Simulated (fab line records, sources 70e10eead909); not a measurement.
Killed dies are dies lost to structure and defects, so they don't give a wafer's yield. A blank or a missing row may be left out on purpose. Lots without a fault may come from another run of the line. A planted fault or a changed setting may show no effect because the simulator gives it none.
A struck lot beside a sound one | flow nand_harc | 39 steps out of a route of 1302
Sound: wafers L891.2, L891.4, L891.6. Struck: wafers L901.1, L901.2, L901.3. The cause comes at the end.
At each step with rows: each side's tool, then ch and its chambers, then its first start. Under that, the readings that differ: sound wafers | struck wafers | difference of the means | sigmas: that difference in standard deviations of wafers without a fault.
alike: readings whose means differ by less than 2 such deviations, and words and numbers that are the same on both sides. not compared: withheld readings, readings that some wafer has no value for, bounds like >300 that may hide the same value, and numbers for which the record gives no deviation and whose values overlap.
The two part at a step that has a row with sigmas, a row that says differs or no value, or rows on one side only. Numbers that don't overlap but have no deviation are shown without sigmas and don't part them. A reading that every wafer of one side lacks parts them only if that side has two wafers or more.

first, 1 step without rows for these wafers: NHARC_A_BONDPAD_DEVELOP_08 (time 50 s).
NHARC_A_BONDPAD_CD_MEAS_09: target cd 500 nm.
  sound on cd_sem-02 ch 0, day 24 10:49; struck on cd_sem-01 ch 0, day 29 11:17
  alike: cd_nm
NHARC_A_BONDPAD_OVL_MEAS_35:
  sound on overlay-02, day 24 10:53; struck on overlay-02, day 29 11:22
  reading           | sound    | struck | difference | sigmas
  overlay_x_nm (nm) | -6 -7 -7 | 7 7 6  | +13        | +2
  alike: overlay_y_nm
then, 1 step without rows for these wafers: NHARC_A_BONDPAD_HARDBAKE_10 (time 65 s).
NHARC_A_BONDPAD_DESCUM_11: chemistry O2, time 3 s.
  sound on rie_diel-05 ch 2,3, day 24 11:01; struck on rie_diel-03 ch 0,1,2, day 29 11:29
  reading                         | sound          | struck         | difference | sigmas
  showerhead_plenum_p_Torr (Torr) | 1.94 2.07 2.07 | 1.84 1.78 1.79 | -0.22      | -2
  alike: drypump_motor_current_A, oes_product_au, rf_vpp_V, throttle_valve_pct
  not compared: rf_hours_counter_h
then, 2 steps without rows for these wafers: NHARC_A_BONDPAD_ETCH_34 (etches the open film in N2/H2, target depth 60 nm, overetch 18 nm, time 65.91 s); NHARC_A_BONDPAD_ETCH_12 (etches the open film in CHF3/O2, target depth 220 nm, time 110 s).
NHARC_A_BONDPAD_CD_MEAS_13:
  sound on cd_sem-02, day 24 11:20; struck on cd_sem-03, day 29 11:49
  alike: cd_nm
then, 4 steps without rows for these wafers: NHARC_A_BONDPAD_STRIP_15 (strips in O2); NHARC_A_BONDPAD_ETCH_24 (etches the open film in CF4/N2, target depth 30 nm, time 72.99 s); NHARC_A_BONDPAD_STRIP_16 (strips in post etch residue remover, time 600 s); NHARC_A_BONDPAD_DEGAS_25 (time 60 s).
NHARC_A_BONDPAD_PRE_CLEAN_26: time 30 s.
  sound on pvd_sputter-02, day 24 12:02; struck on pvd_sputter-01, day 29 12:29
  alike: heater_power_w
then, 3 steps without rows for these wafers: NHARC_A_BONDPAD_PVD_17 (deposits TaN, target thk 5 nm, time 8.06 s); NHARC_A_BONDPAD_PVD_27 (deposits Cu, target thk 30 nm, time 20.49 s); NHARC_A_BONDPAD_ECD_18 (material Cu, target thk 400 nm).
NHARC_A_BONDPAD_ANNEAL_28: time 90 s.
  sound on rtp_anneal-02 ch 0, day 24 12:45; struck on rtp_anneal-01 ch 0, day 29 13:10
  reading          | sound             | struck            | difference | sigmas
  wafer_temp_C_max | 225.7 225.9 225.7 | 226.2 226.3 226.7 | +0.6       | +2
NHARC_A_BONDPAD_CMP_19: polishes, t overpolish 30 s, cu recess touch 16 s, target thk 169.82 nm.
  sound on cmp-03 ch 0,1,3, day 24 13:07; struck on cmp-03 ch 0,1,2, day 29 13:31
  alike: motor_current_A, overpolish_run_s
NHARC_A_BONDPAD_THK_MEAS_20: measures by xrf.
  sound on film_metro-02, day 24 13:23; struck on film_metro-01, day 29 13:50
  alike: thk_nm
then, 1 step without rows for these wafers: NHARC_A_BONDPAD_SRD_21 (time 30 s, dry time 20 s).
NHARC_HYBRID_BOND_ACTIVATE_00: chemistry N2, time 60 s.
  sound on rie_diel-12 ch 0,1,3, day 24 13:38; struck on rie_diel-04 ch 0,1,2, day 29 14:07
  alike: drypump_motor_current_A, oes_product_au, rf_vpp_V, showerhead_plenum_p_Torr
  not compared: rf_hours_counter_h
then, 4 steps without rows for these wafers: NHARC_HYBRID_BOND_PRECLEAN_01 (cleans in DIW, time 300 s); NHARC_HYBRID_BOND_SRD_02 (time 30 s, dry time 20 s); NHARC_HYBRID_BOND_BOND_03; NHARC_HYBRID_BOND_ANNEAL_04 (time 7200 s).
NHARC_HYBRID_BOND_OVL_MEAS_05:
  sound on overlay-02, day 24 22:47; struck on overlay-02, day 30 00:26
  alike: overlay_x_nm, overlay_y_nm
then, 2 steps without rows for these wafers: NHARC_THIN_TSV_GRIND_00; NHARC_THIN_TSV_CMP_01 (polishes).
NHARC_THIN_TSV_THK_MEAS_02: measures by ir.
  sound on film_metro-02, day 25 00:29; struck on film_metro-01, day 30 02:07
  alike: thk_nm
then, 3 steps without rows for these wafers: NHARC_THIN_TSV_SRD_03; NHARC_THIN_TSV_PRECLEAN_41 (cleans in SC1); NHARC_THIN_TSV_SRD_42.
NHARC_THIN_TSV_DEP_43: deposits SiO2, target thk 1328.5 nm.
  sound on pecvd-01 ch 0,2, day 25 00:47; struck on pecvd-04 ch 0,1,2, day 30 02:20
  alike: showerhead_vpp_V, throttle_valve_pct
then, 5 steps without rows for these wafers: NHARC_THIN_TSV_DEHYDRATE_04 (time 120 s); NHARC_THIN_TSV_HMDS_05 (time 30 s); NHARC_THIN_TSV_COAT_06; NHARC_THIN_TSV_SOFTBAKE_07 (time 95 s); NHARC_THIN_TSV_EBR_08.
NHARC_END_SORT_01:
  the record has rows for the struck wafers here (prober-02 ch 0, day 30 20:44) and none for the sound ones

WHERE THEY PART
First at NHARC_A_BONDPAD_OVL_MEAS_35; last, within this record, at NHARC_END_SORT_01.

WHY: what the simulator had put in
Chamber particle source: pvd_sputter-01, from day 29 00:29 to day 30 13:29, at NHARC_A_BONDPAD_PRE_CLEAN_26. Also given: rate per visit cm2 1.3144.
